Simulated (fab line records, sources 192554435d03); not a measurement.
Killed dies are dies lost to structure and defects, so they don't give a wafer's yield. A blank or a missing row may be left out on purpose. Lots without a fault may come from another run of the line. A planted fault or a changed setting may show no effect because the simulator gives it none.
fab line records | flow n5_finfet
record lots=5 wafers=15 last_day=15
route steps=1938 shown GATE_CUT@467
lots that met no fault: from a run of the same line without faults
start_h: hours from the record's first day to the start of the lot's first wafer shown | wait_h: hours since the lot's step before | " the same as in the row above | L1.1+2: a row that stands for several wafers | - no value, or no start given | * or withheld: withheld | < > ~ a bound
route shown NAME@n: a module of which the file shows steps, and the number in the route of the first | usual: mean/standard deviation of fault-free wafers | same: alike in all rows | chamber/n: place in a boat | sites: the reading at each site | _std_site: their standard deviation | _edge_site: outer sites' mean less inner sites' | radius_mm: how far each site lies from the wafer's centre | mask NAME#n: copy n | behind: the tool/chamber that last shaped the wafer | hold: why the lot was held/for how many hours/how that ended | device: the transistor (n, p or np) that didn't switch | end of line: the same wafers' tests at the end of the route | a step without rows: its recipe alone | killed: dies lost to structure and defects at the first sort, not the wafer's yield | map: a wafer's dies, x killed, . not, _ none there
set.NAME: the setting as run; set.NAME@STEP: as run at that earlier step | model.NAME: the simulator's own value behind a step, which no gauge read
lots at some steps of the route; a table a step, a row a wafer
services: from which hour (start_h, from the record's first day; less than 0 if before it) a tool's chamber was out of use, for how many hours, and why
## steps
# step N5_GATE_CUT_ETCHBACK_30
# recipe chemistry=Cl2/Ar target=TiN target_depth_a=30 mode=isotropic pressure_mtorr=10 icp_w=600 bias_w=60 Cl2_flow_sccm=40 Ar_flow_sccm=60
# usual drypump_motor_current_A=5.9/0.44 oes_product_au=0.79/0.099 throttle_valve_pct=20.64/0.21
# columns lot.wafer tool chamber start_h wait_h drypump_motor_current_A oes_product_au rf_hours_counter_h throttle_valve_pct
L081.1 rie_metal-02 1 122.53 0.1 5.8 0.85 8 20.61
L081.4 " 1 " " 5.8 0.85 - 20.62
L081.6 " 0 " " 6.6 0.85 - 20.44
L082.4 rie_metal-01 1 132.20 0.0 5.6 0.57 - 20.79
L082.5 " 1 " " 5.6 0.56 - 20.79
L082.6 " 0 " " 5.8 0.76 - 20.67
L087.2 rie_metal-03 0 156.80 0.1 5.4 0.86 15 20.50
L087.4 " 0 " " 5.4 0.86 - 20.49
L087.5 " 1 " " 5.6 0.64 - 21.07
L088.2 rie_metal-03 1 163.22 0.1 5.6 0.63 113 21.07
L088.4 " 1 " " 5.6 0.63 - 21.07
L088.6 " 1 " " 5.6 0.64 - 21.06
L091.1 rie_metal-02 0 182.59 0.1 6.6 0.81 24 20.45
L091.5 " 1 " " 5.8 0.82 - 20.64
L091.6 " 0 " " 6.6 0.82 - 20.46
# step N5_GATE_CUT_VAPOR_ETCH_60
# recipe chemistry=BCl3/Cl2 target=HfO2 mode=isotropic
# usual drypump_motor_current_A=5.9/0.44 oes_product_au=0.80/0.11
# columns lot.wafer tool chamber start_h wait_h drypump_motor_current_A oes_product_au
L081.1 rie_metal-02 1 122.56 0.0 5.8 0.88
L081.4 " 1 " " 5.8 0.88
L081.6 " 0 " " 6.6 0.85
L082.4 rie_metal-01 1 132.23 0.0 5.5 0.57
L082.5 " 1 " " 5.6 0.57
L082.6 " 0 " " 5.9 0.75
L087.2 rie_metal-03 0 156.83 0.0 5.3 0.90
L087.4 " 0 " " 5.4 0.88
L087.5 " 1 " " 5.6 0.64
L088.2 rie_metal-03 1 163.25 0.0 5.6 0.63
L088.4 " 1 " " 5.6 0.64
L088.6 " 1 " " 5.6 0.64
L091.1 rie_metal-02 0 182.62 0.0 6.6 0.83
L091.5 " 1 " " 5.8 0.85
L091.6 " 0 " " 6.6 0.84
# step N5_GATE_CUT_ETCH_58
# recipe chemistry=CH3F/O2 target=SiNx target_depth_a=170 time_s=128.6 ion_energy_ev=50 pressure_mtorr=30 source_w=415 bias_w=21 Ar_flow_sccm=150 CH3F_flow_sccm=30 O2_flow_sccm=20
# usual CH3F_flow_sccm=30.00/0.087 O2_flow_sccm=20.00/0.061 drypump_motor_current_A=5.9/0.31 oes_product_au=0.74/0.061 rf_vpp_V=99.3/1 showerhead_plenum_p_Torr=2.01/0.062 throttle_valve_pct=16.47/0.19
# columns lot.wafer tool chamber start_h wait_h CH3F_flow_sccm O2_flow_sccm drypump_motor_current_A oes_product_au rf_hours_counter_h rf_vpp_V showerhead_plenum_p_Torr throttle_valve_pct
L081.1 rie_diel-01 2 122.61 0.0 29.91 20.11 5.4 0.91 45 100.3 2.03 16.40
L081.4 " 0 " " 30.05 20.02 5.1 0.75 159 98.5 2.09 16.29
L081.6 " 2 " " 29.88 20.03 5.4 0.90 - 100.0 2.03 16.41
L082.4 rie_diel-02 1 132.27 0.0 30.04 20.01 5.7 0.71 174 98.8 1.93 16.62
L082.5 " 1 " " 30.10 20.01 5.7 0.72 - 97.6 1.93 16.62
L082.6 " 2 " " 29.96 20.07 6.0 0.76 - 99.1 2.09 16.44
L087.2 rie_diel-03 2 156.94 0.1 30.03 20.00 6.4 0.74 160 102.1 2.00 16.29
L087.4 " 1 " " 29.96 20.02 5.7 0.73 165 98.8 1.99 16.55
L087.5 " 2 " " 30.03 19.99 6.4 0.74 - 99.4 2.00 16.31
L088.2 rie_diel-02 3 163.38 0.1 29.99 20.09 5.8 0.70 204 99.9 1.97 16.71
L088.4 " 1 " " 30.02 20.01 5.7 0.71 185 97.9 1.92 16.64
L088.6 " 1 " " 29.96 20.04 5.7 0.71 - 97.7 1.92 16.65
L091.1 rie_diel-02 0 182.67 0.0 30.04 20.00 5.9 0.69 244 100.4 2.03 16.47
L091.5 " 1 " " 29.95 19.96 5.7 0.71 - 97.8 1.92 16.67
L091.6 " 2 " " 30.01 19.94 6.0 0.75 - 99.9 2.08 16.46
# step N5_GATE_CUT_STRIP_59
# recipe chemistry=N2/H2 time_s=20 power_w=100 temp_c=40 pressure_mtorr=100 rf_frequency_hz=6e+07 bias_power_w=3 n2_flow_sccm=300 h2_flow_sccm=300
# usual drypump_motor_current_A=5.9/0.31 oes_product_au=0.74/0.06 rf_vpp_V=45.2/0.89 showerhead_plenum_p_Torr=3.40/0.11 throttle_valve_pct=12.45/0.23
# columns lot.wafer tool chamber start_h wait_h drypump_motor_current_A oes_product_au rf_hours_counter_h rf_vpp_V showerhead_plenum_p_Torr throttle_valve_pct
L081.1 rie_diel-01 2 122.71 0.1 5.4 0.88 45 45.8 3.45 12.49
L081.4 " 0 " " 5.1 0.74 160 44.5 3.51 12.21
L081.6 " 2 " " 5.4 0.87 - 46.4 3.45 12.52
L082.4 rie_diel-02 1 132.37 0.1 5.7 0.73 174 44.3 3.22 12.54
L082.5 " 1 " " 5.7 0.73 - 44.7 3.22 12.54
L082.6 " 2 " " 6.0 0.78 - 45.5 3.52 12.43
L087.2 rie_diel-03 2 157.04 0.1 6.4 0.74 160 45.1 3.35 12.10
L087.4 " 1 " " 5.7 0.74 165 45.9 3.35 12.43
L087.5 " 2 " " 6.4 0.74 - 44.2 3.35 12.09
L088.2 rie_diel-02 3 163.48 0.1 5.8 0.69 204 46.6 3.33 12.75
L088.4 " 1 " " 5.7 0.72 185 45.1 3.22 12.57
L088.6 " 1 " " 5.7 0.72 - 43.9 3.22 12.58
L091.1 rie_diel-02 0 182.77 0.1 5.9 0.68 244 43.2 3.48 12.60
L091.5 " 1 " " 5.7 0.72 - 44.3 3.21 12.60
L091.6 " 2 " " 6.0 0.76 - 46.0 3.51 12.45
# step N5_GATE_CUT_PRECLEAN_31
# recipe temp_c=23 chemistry=DIW time_s=300
# columns lot.wafer tool chamber start_h wait_h
L081.1+4+6 wet_bench-02 0,7,2 122.80 0.1
L082.4+5+6 wet_bench-01 5,4,6 132.46 0.1
L087.2+4+5 wet_bench-01 1,4,6 157.13 0.1
L088.2+4+6 wet_bench-01 0,1,5 163.56 0.1
L091.1+5+6 wet_bench-04 6,4,3 182.86 0.1
# step N5_GATE_CUT_SRD_32
# recipe time_s=30 temp_c=23 rinse_liquid=diw dry=ipa_marangoni
# columns lot.wafer tool chamber start_h wait_h
L081.1+4+6 wet_bench-02 0,7,2 122.88 0.0
L082.4+5+6 wet_bench-01 5,4,6 132.54 0.0
L087.2+4+5 wet_bench-01 1,4,6 157.21 0.0
L088.2+4+6 wet_bench-01 0,1,5 163.65 0.0
L091.1+5+6 wet_bench-04 6,4,3 182.94 0.0
# step N5_GATE_CUT_SAC_CAP_01
# recipe material=SiNx target_thk_a=240 temp_c=400 ald_precursor_family=SiH2I2 ald_co_reactant=N2/H2-plasma pulse_time_s=1 ald_cycles=480 purge_time_s=2 co_reactant_purge_time_s=2 pressure_torr=2
# usual heater_power_w=775/48 precursor_pulse_height_rel=0.999/0.018
# columns lot.wafer tool chamber start_h wait_h heater_power_w precursor_pulse_height_rel
L081.1 ald_sin-04 1 122.93 0.0 722 0.983
L081.4 " 0 " " 720 0.960
L081.6 " 3 124.02 1.1 713 0.968
L082.4 ald_sin-03 2 132.59 0.0 844 1.024
L082.5 " 0 133.68 1.1 773 1.032
L082.6 " 1 " " 759 1.039
L087.2 ald_sin-03 1 157.65 0.4 797 1.005
L087.4 " 3 " " 763 0.997
L087.5 " 1 158.73 1.5 772 1.028
L088.2 ald_sin-04 2 163.70 0.0 829 0.982
L088.4 " 1 " " 736 0.988
L088.6 " 3 164.78 1.1 725 0.996
L091.1 ald_sin-04 2 182.99 0.0 838 1.015
L091.5 " 2 184.08 1.1 837 0.986
L091.6 " 1 " " 733 0.997
# step N5_GATE_CUT_PECVD_57
# recipe material=SiNx target_thk_a=210 temp_c=400 precursor=SiH4/NH3/N2 pressure_torr=1.5 rf_w=300
# usual heater_power_w=731/100 showerhead_plenum_p_Torr=5.14/0.07 throttle_valve_pct=40.2/1.5
# columns lot.wafer tool chamber start_h wait_h heater_power_w showerhead_plenum_p_Torr throttle_valve_pct
L081.1 pecvd-02 1 125.12 1.1 832 5.28 41.8
L081.4 " 2 " " 739 5.03 38.2
L081.6 " 0 " " 712 5.10 41.7
L082.4 pecvd-02 1 134.82 1.1 806 5.28 41.9
L082.5 " 0 " " 593 5.09 41.6
L082.6 " 2 " " 741 5.03 38.2
L087.2 pecvd-01 2 159.84 1.1 766 5.19 37.7
L087.4 " 1 " " 951 5.13 40.9
L087.5 " 0 " " 739 5.22 41.9
L088.2 pecvd-03 0 165.89 1.1 678 5.13 38.8
L088.4 " 0 " " 705 5.15 38.5
L088.6 " 2 " " 768 5.13 40.5
L091.1 pecvd-02 1 185.18 1.1 757 5.29 41.9
L091.5 " 0 " " 607 5.09 41.4
L091.6 " 2 " " 778 5.02 38.5
# step N5_GATE_CUT_CMP_02
# recipe stop_on=SiO2 t_overpolish_s=12.7 post_cmp_clean=alkaline_brush down_force_psi=2.5 platen_rpm=51.8 pad_velocity_m_s=1.0307 target_thk_nm=0
# usual motor_current_A=9.0/0.92 overpolish_run_s=12.701/0.0089 time_to_endpoint_s=26/3.2
# columns lot.wafer tool chamber start_h wait_h motor_current_A overpolish_run_s time_to_endpoint_s
L081.4 cmp-03 0 125.20 0.0 9.2 12.707 25
L081.1 " 2 " " 7.8 12.701 26
L081.6 " 1 " " 8.9 12.713 28
L082.4 cmp-04 3 134.99 0.1 9.5 12.710 28
L082.5 " 0 " " 7.8 12.707 25
L082.6 " 1 " " 10.2 12.697 25
L087.4 cmp-04 3 159.95 0.1 10.0 12.693 24
L087.2 " 1 " " 10.2 12.693 22
L087.5 " 2 " " 9.7 12.703 22
L088.2 cmp-03 1 165.96 0.1 8.8 12.705 31
L088.4 " 0 " " 8.7 12.713 26
L088.6 " 2 " " 8.2 12.694 29
L091.1 cmp-04 1 185.30 0.1 10.6 12.702 22
L091.6 " 0 " " 8.2 12.694 21
L091.5 " 1 " " 10.4 12.705 23
# step N5_GATE_CUT_HM_DEP_46
# recipe material=SiO2 target_thk_a=1300 temp_c=400 precursor=TEOS/O2 pressure_torr=6.5 rf_w=900 teos_flow_sccm=161.4 gas=O2 flow_sccm=2650 time_s=26.6
# usual heater_power_w=541/110 showerhead_plenum_p_Torr=8.35/0.035 throttle_valve_pct=18.8/0.7
# columns lot.wafer tool chamber start_h wait_h heater_power_w showerhead_plenum_p_Torr throttle_valve_pct
L081.1 pecvd-03 1 125.53 0.0 358 8.33 19.0
L081.4 " 2 " " 578 8.34 19.1
L081.6 " 1 " " 365 8.35 18.7
L082.4 pecvd-02 1 135.22 0.1 566 8.41 19.3
L082.5 " 0 " " 473 8.32 19.7
L082.6 " 2 " " 535 8.27 17.8
L087.2 pecvd-02 1 160.24 0.0 572 8.42 19.4
L087.4 " 1 " " 586 8.42 19.6
L087.5 " 0 " " 502 8.32 19.6
L088.2 pecvd-01 0 166.29 0.0 672 8.40 19.6
L088.4 " 0 " " 680 8.39 19.9
L088.6 " 2 " " 534 8.35 17.9
L091.1 pecvd-01 2 185.63 0.1 585 8.39 17.6
L091.5 " 0 " " 569 8.38 19.7
L091.6 " 2 " " 586 8.37 17.7
# step N5_GATE_CUT_COAT_34
# recipe resist=SOC temp_c=250 time_s=60 spin_rpm=1500 resist_thk_nm=60
# usual spin_speed_rpm=1499.8/0.92
# columns lot.wafer tool chamber start_h wait_h spin_speed_rpm
L081.1 litho_track-05 0 125.59 0.0 1499.8
L081.4 " 0 " " 1500.8
L081.6 " 0 " " 1500.9
L082.4 litho_track-05 0 135.27 0.0 1499.2
L082.5 " 0 " " 1499.6
L082.6 " 0 " " 1499.1
L087.2 litho_track-05 0 160.32 0.1 1500.4
L087.4 " 0 " " 1500.2
L087.5 " 0 " " 1499.8
L088.2 litho_track-05 0 166.36 0.0 1498.3
L088.4 " 0 " " 1500.6
L088.6 " 0 " " 1501.5
L091.1 litho_track-03 0 185.69 0.0 1500.2
L091.5 " 0 " " 1500.4
L091.6 " 0 " " 1499.9
# step N5_GATE_CUT_COAT_35
# recipe resist=SiARC temp_c=220 time_s=60 spin_rpm=1500 resist_thk_nm=10
# usual spin_speed_rpm=1500.2/0.92
# columns lot.wafer tool chamber start_h wait_h spin_speed_rpm
L081.1 litho_track-05 0 - - 1498.9
L081.4 " 0 " " 1502.2
L081.6 " 0 " " 1499.8
L082.4 litho_track-05 0 - - 1500.3
L082.5 " 0 " " 1501.2
L082.6 " 0 " " 1499.5
L087.2 litho_track-05 0 - - 1499.3
L087.4 " 0 " " 1499.6
L087.5 " 0 " " 1500.1
L088.2 litho_track-05 0 - - 1500.8
L088.4 " 0 " " 1500.7
L088.6 " 0 " " 1502.7
L091.1 litho_track-03 0 - - 1500.5
L091.5 " 0 " " 1499.7
L091.6 " 0 " " 1499.5
# step N5_GATE_CUT_COAT_27
# recipe resist=underlayer temp_c=205 time_s=60 spin_rpm=1500 resist_thk_nm=10
# usual spin_speed_rpm=1500.0/0.9
# columns lot.wafer tool chamber start_h wait_h spin_speed_rpm
L081.1 litho_track-05 0 - - 1500.5
L081.4 " 0 " " 1501.4
L081.6 " 0 " " 1501.1
L082.4 litho_track-05 0 - - 1499.6
L082.5 " 0 " " 1499.8
L082.6 " 0 " " 1500.9
L087.2 litho_track-05 0 - - 1499.8
L087.4 " 0 " " 1499.3
L087.5 " 0 " " 1497.5
L088.2 litho_track-05 0 - - 1501.5
L088.4 " 0 " " 1500.3
L088.6 " 0 " " 1500.4
L091.1 litho_track-03 0 - - 1498.7
L091.5 " 0 " " 1497.9
L091.6 " 0 " " 1497.9
# step N5_GATE_CUT_COAT_07
# recipe resist=CAR-EUV spin_rpm=1500 resist_thk_nm=30
# usual spin_speed_rpm=1500.0/1
# columns lot.wafer tool chamber start_h wait_h spin_speed_rpm
L081.1 litho_track-05 0 - - 1500.2
L081.4 " 0 " " 1500.5
L081.6 " 0 " " 1499.8
L082.4 litho_track-05 0 - - 1499.5
L082.5 " 0 " " 1499.3
L082.6 " 0 " " 1498.6
L087.2 litho_track-05 0 - - 1500.4
L087.4 " 0 " " 1499.3
L087.5 " 0 " " 1500.5
L088.2 litho_track-05 0 - - 1500.9
L088.4 " 0 " " 1499.8
L088.6 " 0 " " 1499.4
L091.1 litho_track-03 0 - - 1498.5
L091.5 " 0 " " 1501.2
L091.6 " 0 " " 1499.7
# step N5_GATE_CUT_EBR_09
# recipe solvent=PGMEA ebr_width_mm=1.5
# same ebr_width_mm=1.5
# columns lot.wafer tool chamber start_h wait_h
L081.1+4+6 litho_track-05 0 - -
L082.4+5+6 litho_track-05 0 - -
L087.2+4+5 litho_track-05 0 - -
L088.2+4+6 litho_track-05 0 - -
L091.1+5+6 litho_track-03 0 - -
# step N5_GATE_CUT_SOFTBAKE_08
# recipe temp_c=110 time_s=60 resist=CAR-EUV
# columns lot.wafer tool chamber start_h wait_h
L081.1+4+6 litho_track-05 0 - -
L082.4+5+6 litho_track-05 0 - -
L087.2+4+5 litho_track-05 0 - -
L088.2+4+6 litho_track-05 0 - -
L091.1+5+6 litho_track-03 0 - -
# step N5_GATE_CUT_EXPOSE_10
# recipe mask_id=GATE_CUT na=0.33 source_shape=annular sigma_inner=0.35 sigma_outer=0.8 polarization=unpolarized target_cd_nm=20 dose_mj=43.25
# usual focus_offset_nm=0.1/0.63
# columns lot.wafer tool chamber start_h wait_h mask focus_offset_nm
L081.1 euv_scanner-02 0 125.73 - GATE_CUT#0 -0.6
L081.4 " 0 " " GATE_CUT#0 -0.5
L081.6 " 0 " " GATE_CUT#0 -0.7
L082.4 euv_scanner-01 0 135.55 - GATE_CUT#0 0.1
L082.5 " 0 " " GATE_CUT#0 0.5
L082.6 " 0 " " GATE_CUT#0 0.4
L087.2 euv_scanner-01 0 160.47 - GATE_CUT#0 0.2
L087.4 " 0 " " GATE_CUT#0 0.0
L087.5 " 0 " " GATE_CUT#0 1.1
L088.2 euv_scanner-02 0 166.63 - GATE_CUT#0 0.0
L088.4 " 0 " " GATE_CUT#0 -0.4
L088.6 " 0 " " GATE_CUT#0 0.9
L091.1 euv_scanner-02 0 185.83 - GATE_CUT#0 -0.2
L091.5 " 0 " " GATE_CUT#0 1.2
L091.6 " 0 " " GATE_CUT#0 0.1
# step N5_GATE_CUT_PEB_11
# recipe peb_temp_c=100 peb_time_s=60 resist=CAR-EUV
# columns lot.wafer tool chamber start_h wait_h
L081.1+4+6 litho_track-04 0 125.80 0.1
L082.4+5+6 litho_track-04 0 135.60 0.0
L087.2+4+5 litho_track-03 0 160.53 0.1
L088.2+4+6 litho_track-04 0 166.69 0.1
L091.1+5+6 litho_track-03 0 185.90 0.1
# step N5_GATE_CUT_DEVELOP_12
# recipe develop_time_s=30 developer=TMAH resist=CAR-EUV rinse_liquid=surfactant_rinse dry=air_spin dev_temp_c=23
# columns lot.wafer tool chamber start_h wait_h
L081.1+4+6 litho_track-04 0 - -
L082.4+5+6 litho_track-04 0 - -
L087.2+4+5 litho_track-03 0 - -
L088.2+4+6 litho_track-04 0 - -
L091.1+5+6 litho_track-03 0 - -
# step N5_GATE_CUT_CD_MEAS_13
# recipe target_cd_nm=20 landing_energy_ev=500 detector=se_inlens
# usual cd_nm=19.80/0.23
# columns lot.wafer tool chamber start_h wait_h cd_nm
L081.1 cd_sem-01 0 125.86 - 19.81
L081.4 " 0 " " 19.73
L081.6 " 0 " " 19.80
L082.4 cd_sem-03 0 135.67 - 19.68
L082.5 " 0 " " 20.01
L082.6 " 0 " " 19.58
L087.2 cd_sem-02 0 160.59 - 19.97
L087.4 " 0 " " 19.71
L087.5 " 0 " " 19.61
L088.2 cd_sem-03 0 166.76 - 19.34
L088.4 " 0 " " 19.80
L088.6 " 0 " " 19.50
L091.1 cd_sem-02 0 185.96 - 20.02
L091.5 " 0 " " 19.97
L091.6 " 0 " " 19.89
# step N5_GATE_CUT_OVL_MEAS_14
# recipe points_per_wafer=522
# usual GATE_CUT_OVL=-0.1/0.83
# columns lot.wafer tool chamber start_h wait_h GATE_CUT_OVL[nm]
L081.1 overlay-02 0 125.89 0.0 1.5
L081.4 " 0 " " 0.8
L081.6 " 0 " " 1.0
L082.4 overlay-01 0 135.71 0.0 -0.3
L082.5 " 0 " " -1.0
L082.6 " 0 " " -0.5
L087.2 overlay-01 0 160.63 0.0 -0.9
L087.4 " 0 " " -1.4
L087.5 " 0 " " -0.7
L088.2 overlay-01 0 166.79 0.0 -1.2
L088.4 " 0 " " -1.0
L088.6 " 0 " " -1.0
L091.1 overlay-02 0 185.99 0.0 -1.1
L091.5 " 0 " " -0.8
L091.6 " 0 " " -0.7
# step N5_GATE_CUT_INSPECT_15
# recipe mode=adi inspect_instrument=brightfield
# usual raw_defect_count=144/45
# columns lot.wafer tool chamber start_h wait_h raw_defect_count
L081.1 defect_inspect-01 - 125.95 0.1 240
L081.4 " - " " 251
L081.6 " - " " 180
L082.4 defect_inspect-01 - 135.76 0.0 159
L082.5 " - " " 161
L082.6 " - " " 210
L087.2 defect_inspect-02 - 160.68 0.0 87
L087.4 " - " " 101
L087.5 " - " " 167
L088.2 defect_inspect-01 - 166.84 0.0 229
L088.4 " - " " 111
L088.6 " - " " 119
L091.1 defect_inspect-01 - 186.05 0.1 181
L091.5 " - " " 119
L091.6 " - " " 140
# step N5_GATE_CUT_DESCUM_18
# recipe chemistry=O2 time_s=7 source_power_w=50 bias_power_w=20 pressure_mtorr=20 rf_frequency_hz=2.712e+07 temp_c=40 resist=CAR-EUV o2_flow_sccm=225
# usual drypump_motor_current_A=5.8/0.42 oes_product_au=0.76/0.081 rf_vpp_V=243.6/1.2 showerhead_plenum_p_Torr=2.13/0.063 throttle_valve_pct=20.57/0.23
# columns lot.wafer tool chamber start_h wait_h drypump_motor_current_A oes_product_au rf_hours_counter_h rf_vpp_V showerhead_plenum_p_Torr throttle_valve_pct
L081.1 rie_diel-01 3 126.05 0.1 6.3 0.68 226 241.8 2.04 20.37
L081.4 " 2 " " 5.4 0.87 46 243.8 2.13 20.61
L081.6 " 2 " " 5.4 0.88 - 242.9 2.13 20.62
L082.4 rie_diel-02 0 135.92 0.2 5.9 0.70 229 244.7 2.18 20.84
L082.5 " 2 " " 6.0 0.76 - 245.6 2.18 20.56
L082.6 " 1 " " 5.7 0.73 - 241.7 2.02 20.80
L087.2 rie_diel-01 1 161.01 0.3 5.6 0.66 242 243.4 2.09 20.49
L087.4 " 3 " " 6.3 0.67 237 243.9 2.04 20.37
L087.5 " 3 " " 6.4 0.68 - 242.9 2.04 20.36
L088.2 rie_diel-02 0 166.97 0.1 5.9 0.68 240 243.1 2.17 20.88
L088.4 " 2 " " 6.0 0.76 173 245.4 2.18 20.59
L088.6 " 2 " " 6.0 0.76 - 244.1 2.18 20.59
L091.1 rie_diel-02 3 186.09 0.0 5.8 0.69 211 243.4 2.08 21.03
L091.5 " 0 " " 5.9 0.68 - 244.9 2.17 20.87
L091.6 " 3 " " 5.8 0.69 - 242.2 2.08 21.03
# step N5_GATE_CUT_ETCH_28
# recipe chemistry=N2/H2 target=underlayer target_depth_a=130 mask_material=CAR-EUV time_s=10.4 ion_energy_ev=200 pressure_mtorr=30 source_w=840 bias_w=150 n2_flow_sccm=200 h2_flow_sccm=200 ends=cleared
# usual drypump_motor_current_A=5.8/0.42 etch_rf_on_time_s=10.4/0.37 oes_product_au=0.65/0.071 rf_vpp_V=524.8/2.2 showerhead_plenum_p_Torr=2.57/0.076 throttle_valve_pct=17.99/0.28
# columns lot.wafer tool chamber start_h wait_h drypump_motor_current_A etch_rf_on_time_s oes_product_au rf_hours_counter_h rf_vpp_V showerhead_plenum_p_Torr throttle_valve_pct
L081.1 rie_diel-01 3 126.08 0.0 6.4 10.8 0.59 226 521.8 2.51 17.83
L081.4 " 2 " " 5.4 10.0 0.77 46 524.2 2.60 18.32
L081.6 " 2 " " 5.4 9.9 0.77 - 526.5 2.60 18.31
L082.4 rie_diel-02 0 135.96 0.0 5.9 9.9 0.60 229 527.2 2.63 18.23
L082.5 " 2 " " 6.0 10.3 0.65 - 525.6 2.66 18.13
L082.6 " 1 " " 5.7 10.8 0.62 - 519.9 2.42 18.13
L087.2 rie_diel-01 1 161.04 0.0 5.6 10.7 0.58 242 523.8 2.50 17.89
L087.4 " 3 " " 6.3 10.9 0.58 237 523.4 2.50 17.86
L087.5 " 3 " " 6.3 10.9 0.58 - 522.8 2.50 17.86
L088.2 rie_diel-02 0 167.00 0.0 6.0 9.9 0.61 240 525.3 2.63 18.22
L088.4 " 2 " " 6.0 10.3 0.63 173 528.0 2.65 18.15
L088.6 " 2 " " 6.0 10.3 0.64 - 526.8 2.65 18.14
L091.1 rie_diel-02 3 186.12 0.0 5.8 10.3 0.59 211 522.5 2.51 18.43
L091.5 " 0 " " 6.0 10.0 0.60 - 527.0 2.63 18.26
L091.6 " 3 " " 5.8 10.2 0.59 - 523.6 2.51 18.42
# step N5_GATE_CUT_ETCH_36
# recipe chemistry=CF4 target=SiARC target_depth_a=130 mask_material=CAR-EUV time_s=21.7 ion_energy_ev=80 pressure_mtorr=40 source_w=545 bias_w=36 Ar_flow_sccm=100 cf4_flow_sccm=100 ends=cleared
# usual drypump_motor_current_A=5.8/0.42 etch_rf_on_time_s=21.7/0.68 oes_product_au=0.65/0.07 rf_vpp_V=184.4/1 showerhead_plenum_p_Torr=2.16/0.058 throttle_valve_pct=15.67/0.21
# columns lot.wafer tool chamber start_h wait_h drypump_motor_current_A etch_rf_on_time_s oes_product_au rf_hours_counter_h rf_vpp_V showerhead_plenum_p_Torr throttle_valve_pct
L081.1 rie_diel-01 3 126.10 0.0 6.3 22.5 0.59 226 184.0 2.11 15.70
L081.4 " 2 " " 5.4 21.0 0.77 46 185.0 2.16 15.65
L081.6 " 2 " " 5.4 21.2 0.76 - 184.8 2.16 15.68
L082.4 rie_diel-02 0 135.98 0.0 5.9 20.9 0.61 229 184.3 2.17 15.67
L082.5 " 2 " " 6.0 21.2 0.65 - 184.3 2.23 15.72
L082.6 " 1 " " 5.7 22.1 0.62 - 183.1 2.07 15.99
L087.2 rie_diel-01 1 161.06 0.0 5.6 22.0 0.58 242 184.8 2.09 15.50
L087.4 " 3 " " 6.4 22.8 0.58 237 182.8 2.11 15.73
L087.5 " 3 " " 6.3 22.8 0.57 - 183.7 2.11 15.73
L088.2 rie_diel-02 0 167.02 0.0 5.9 21.4 0.59 240 184.5 2.17 15.71
L088.4 " 2 " " 6.0 21.7 0.63 173 185.5 2.23 15.73
L088.6 " 2 " " 6.0 21.4 0.64 - 184.8 2.23 15.74
L091.1 rie_diel-02 3 186.14 0.0 5.8 21.5 0.59 211 184.2 2.11 16.00
L091.5 " 0 " " 5.9 20.9 0.60 - 183.3 2.16 15.72
L091.6 " 3 " " 5.8 21.5 0.59 - 184.9 2.11 16.01
# step N5_GATE_CUT_ETCH_37
# recipe chemistry=N2/H2 target=SOC target_depth_a=600 overetch_a=120 mask_material=SiARC temp_c=40 time_s=90 ion_energy_ev=200 pressure_mtorr=30 source_w=840 bias_w=150 n2_flow_sccm=200 h2_flow_sccm=200
# usual drypump_motor_current_A=5.8/0.42 oes_product_au=0.68/0.07 rf_vpp_V=524.6/2.3 showerhead_plenum_p_Torr=2.57/0.076 throttle_valve_pct=17.96/0.28
# columns lot.wafer tool chamber start_h wait_h drypump_motor_current_A oes_product_au rf_hours_counter_h rf_vpp_V showerhead_plenum_p_Torr throttle_valve_pct
L081.1 rie_diel-01 3 126.13 0.0 6.3 0.62 226 523.3 2.51 17.82
L081.4 " 2 " " 5.4 0.79 46 523.7 2.60 18.27
L081.6 " 2 " " 5.4 0.79 - 525.4 2.60 18.28
L082.4 rie_diel-02 0 136.00 0.0 5.9 0.62 229 526.0 2.63 18.20
L082.5 " 2 " " 6.0 0.68 - 527.0 2.66 18.10
L082.6 " 1 " " 5.7 0.65 - 521.6 2.42 18.11
L087.2 rie_diel-01 1 161.09 0.0 5.7 0.62 242 522.0 2.51 17.86
L087.4 " 3 " " 6.3 0.62 237 523.8 2.50 17.84
L087.5 " 3 " " 6.3 0.62 - 521.1 2.50 17.84
L088.2 rie_diel-02 0 167.05 0.0 5.9 0.62 240 525.5 2.63 18.19
L088.4 " 2 " " 6.0 0.67 173 528.8 2.65 18.12
L088.6 " 2 " " 6.0 0.67 - 526.8 2.65 18.11
L091.1 rie_diel-02 3 186.17 0.0 5.7 0.62 211 520.9 2.51 18.39
L091.5 " 0 " " 6.0 0.61 - 527.0 2.63 18.23
L091.6 " 3 " " 5.7 0.62 - 523.0 2.51 18.40
# step N5_GATE_CUT_STRIP_38
# recipe chemistry=N2/H2 temp_c=40 n2_flow_sccm=200 h2_flow_sccm=200 rf_frequency_hz=6e+07
# columns lot.wafer tool chamber start_h wait_h
L081.1+4+6 rie_diel-01 3,2,2 126.19 0.0
L082.4+5+6 rie_diel-02 0,2,1 136.07 0.0
L087.2+4+5 rie_diel-01 1,3,3 161.15 0.0
L088.2+4+6 rie_diel-02 0,2,2 167.11 0.0
L091.1+5+6 rie_diel-02 3,0,3 186.23 0.0
# step N5_GATE_CUT_STRIP_39
# recipe chemistry=N2/H2 temp_c=40 n2_flow_sccm=200 h2_flow_sccm=200 rf_frequency_hz=6e+07
# columns lot.wafer tool chamber start_h wait_h
L081.1+4+6 rie_diel-01 3,2,2 126.20 0.0
L082.4+5+6 rie_diel-02 0,2,1 136.08 0.0
L087.2+4+5 rie_diel-01 1,3,3 161.16 0.0
L088.2+4+6 rie_diel-02 0,2,2 167.12 0.0
L091.1+5+6 rie_diel-02 3,0,3 186.24 0.0
## services
# columns tool chamber start_h hours kind
euv_scanner-01 0 117.46 - calibration
euv_scanner-01 - 117.85 1.5 repair
euv_scanner-02 - 120.61 1.0 pm
euv_scanner-01 - 132.71 1.0 pm
pecvd-02 - 137.52 0.7 repair
pecvd-03 - 138.88 0.5 repair
rie_diel-01 0 140.58 7.1 repair
ald_sin-04 0 141.81 9.5 repair
rie_diel-01 - 143.86 3.3 repair
rie_diel-03 1 147.36 3.3 repair
rie_metal-01 1 155.69 - clean
rie_metal-01 1 155.69 22.2 scheduled_down
rie_metal-01 1 155.69 22.2 vent_cycle
rie_metal-02 - 156.51 1.4 pm
rie_diel-03 - 160.73 0.5 repair
ald_sin-03 - 176.75 14.0 pm
ald_sin-03 0 176.75 14.0 vent_cycle
ald_sin-03 1 176.75 19.9 vent_cycle
ald_sin-03 2 176.75 14.0 vent_cycle
ald_sin-03 3 176.75 14.0 vent_cycle
euv_scanner-02 - 176.76 1.0 pm
pecvd-03 2 183.26 5.5 scheduled_down
cmp-04 - 183.56 0.9 repair
## key
fault none
